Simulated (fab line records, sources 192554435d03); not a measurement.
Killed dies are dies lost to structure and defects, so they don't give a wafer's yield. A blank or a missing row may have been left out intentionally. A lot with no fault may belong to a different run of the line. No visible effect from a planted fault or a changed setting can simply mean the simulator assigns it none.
Struck lot and sound lot, side by side + flow n5 finfet + 37 steps out of a route of 1938
Sound: these wafers, L217.2, L217.3, L217.5. Struck: wafers L228.2, L228.5, L228.6. At the end, the cause is stated.
For every step that has rows: the tool of each side, followed by ch and its chambers, followed by its first start. Under that, the readings that differ: sound wafers + struck wafers + difference of the means + sigmas: that difference in standard deviations of wafers without a fault.
alike: same words and numbers on both sides, and readings whose means sit less than 2 such deviations apart. not compared: any withheld reading, any reading some wafer has no value for, any bound like >300 that may hide the same value, and any number with overlapping values for which the record gives no deviation.
A row with sigmas, a row that says differs or no value, or rows on one side alone: a step with any of these is where the two part. Non-overlapping numbers with no deviation appear without sigmas and do not part them. A reading missing from all wafers of one side parts the sides only when that side holds two or more wafers.

first, 9 steps without rows for these wafers: N5_BEOL_M0_SAQP_EXPOSE_37 (exposes mask M0 CUT1, target cd 30 nm); N5_BEOL_M0_SAQP_PEB_38 (peb time 60 s); N5_BEOL_M0_SAQP_DEVELOP_39 (develop time 30 s); N5_BEOL_M0_SAQP_DESCUM_45 (chemistry O2, time 7 s); N5_BEOL_M0_SAQP_ETCH_88 (etches underlayer in N2/H2, target depth 6.5 nm, time 5.2 s); N5_BEOL_M0_SAQP_ETCH_73 (etches SiARC in CF4, target depth 19.5 nm, time 32.5 s); N5_BEOL_M0_SAQP_CUT_ETCH_46 (etches SOC in N2/H2, target depth 135 nm, overetch 27 nm, time 202.5 s); N5_BEOL_M0_SAQP_STRIP_74 (strips in N2/H2); N5_BEOL_M0_SAQP_STRIP_89 (strips in N2/H2).
N5_BEOL_M0_SAQP_ALD_48: deposits SiO2, target thk 20 nm, pulse time 1 s, co reactant pulse time 1 s.
  sound on ald sin-04 ch 1,2,3, day 7 18:59; struck on ald sin-04 ch 1,2, day 10 15:05
  alike: heater power w, precursor pulse height rel
  not compared: since wet clean h
then, 25 steps without rows for these wafers: N5_BEOL_M0_SAQP_ETCH_49 (etches SiO2 in CF4/O2, target depth 37 nm); N5_BEOL_M0_SAQP_STRIP_75 (strips in CF4); N5_BEOL_M0_CUTY_COAT_50 (time 60 s, resist thk 15 nm); N5_BEOL_M0_CUTY_COAT_51 (resist thk 150 nm); N5_BEOL_M0_CUTY_EBR_52; N5_BEOL_M0_CUTY_SOFTBAKE_53 (time 60 s); N5_BEOL_M0_CUTY_EXPOSE_54 (exposes mask M0 ABLK); N5_BEOL_M0_CUTY_PEB_55 (peb time 60 s); N5_BEOL_M0_CUTY_DEVELOP_56 (develop time 30 s); N5_BEOL_M0_CUTY_DESCUM_61 (chemistry O2, time 7.9 s); N5_BEOL_M0_CUTY_ETCH_62 (etches SiARC in CF4, time 58.5 s); N5_BEOL_M0_CUTY_ETCH_63 (etches SOC in N2/H2, target depth 82.7 nm, overetch 16.5 nm, time 124 s); N5_BEOL_M0_CUTY_STRIP_64 (strips in N2/H2); N5_BEOL_M0_ETCH_138 (etches SiCN in CH3F/O2, target depth 12 nm, time 31.6 s); N5_BEOL_M0_HM_OPEN_105 (chemistry Cl2/BCl3, target TiN, target depth 12 nm); N5_BEOL_M0_STRIP_140 (strips in CF4); N5_BEOL_M0_STRIP_104 (strips in N2/H2); N5_BEOL_M0_WET_ETCH_106 (etches SiO2 in DHF, target depth 130 nm, rinse time 30 s); N5_BEOL_M0_ETCH_128 (etches SiCN in CF4/N2, target depth 12 nm, overetch 5.1 nm, time 21.4 s); N5_BEOL_M0_TRENCH_ETCH_107 (etches SiOC in C4F6/O2, target depth 32.8 nm, time 16.4 s); N5_BEOL_M0_STRIP_142 (strips in N2/H2, time 10 s); N5_BEOL_M0_HM_STRIP_129 (strips TiN in peroxide tin strip, target depth 17 nm, time 108 s); N5_BEOL_M0_SRD_130 (time 30 s); N5_BEOL_M0_ETCH_109 (etches SiCN in CH3F/O2, target depth 8 nm, overetch 2.4 nm, time 27.4 s); N5_BEOL_M0_STRIP_139 (strips in post etch residue remover, time 60 s).
-- here the record skips 2 days between the struck wafers' starts before and after, leaving off in module BEOL_M0 and picking up in module BEOL_M4 (first step shown: number 1111 of the route) --
N5_BEOL_M4_RC_MEAS_101:
  sound on prober-01 ch 0, day 10 04:25; struck on prober-02 ch 0, day 12 23:31
  alike: DIBL_N, DIBL_P, IOFF_N, IOFF_P, ION_N, ION_P, SS_N, SS_P, VT_N, VT_P
-- the record jumps here: 5 days lie between the struck wafers' starts before and after (it left off in module BEOL_M4 and takes up again in module PASSIVATION, whose first step shown is number 1936 of the route) --
N5_PASSIVATION_PROBE_49:
  sound: prober-01 at day 14 14:48; struck: prober-01 at day 17 12:21
| reading                  | sound          | struck         | difference | sigmas |
|--------------------------|----------------|----------------|------------|--------|
| defect limited yield (%) | 92.6 92.8 91.6 | 77.5 78.9 78.3 | -14.1      | -10    |
| killed_at_M0_to_M3       | 21 38 31       | 188 131 157    | +129       | +14    |
| killed at front end      | 23 26 45       | 43 65 66       | +27        | +2     |
| killed dies              | 87 85 99       | 265 249 256    | +166       | +10    |
| killed on rim            | 11 14 13       | 121 96 107     | +95        | +23    |
| killed open              | 61 52 72       | 82 99 81       | +26        | +2     |
| sort n pass              | 1093 1095 1081 | 915 931 924    | -166       | -10    |
| sort yield pct (%)       | 92.6 92.8 91.6 | 77.5 78.9 78.3 | -14.1      | -10    |
  alike: killed_at_M4_up, killed at contacts, killed at other, killed short, sort_bin_5_function, sort_bin_6_memory

WHERE THEY PART
At N5_PASSIVATION_PROBE_49 and nowhere else, as far as this record goes.

WHY: what had been put in by the simulator
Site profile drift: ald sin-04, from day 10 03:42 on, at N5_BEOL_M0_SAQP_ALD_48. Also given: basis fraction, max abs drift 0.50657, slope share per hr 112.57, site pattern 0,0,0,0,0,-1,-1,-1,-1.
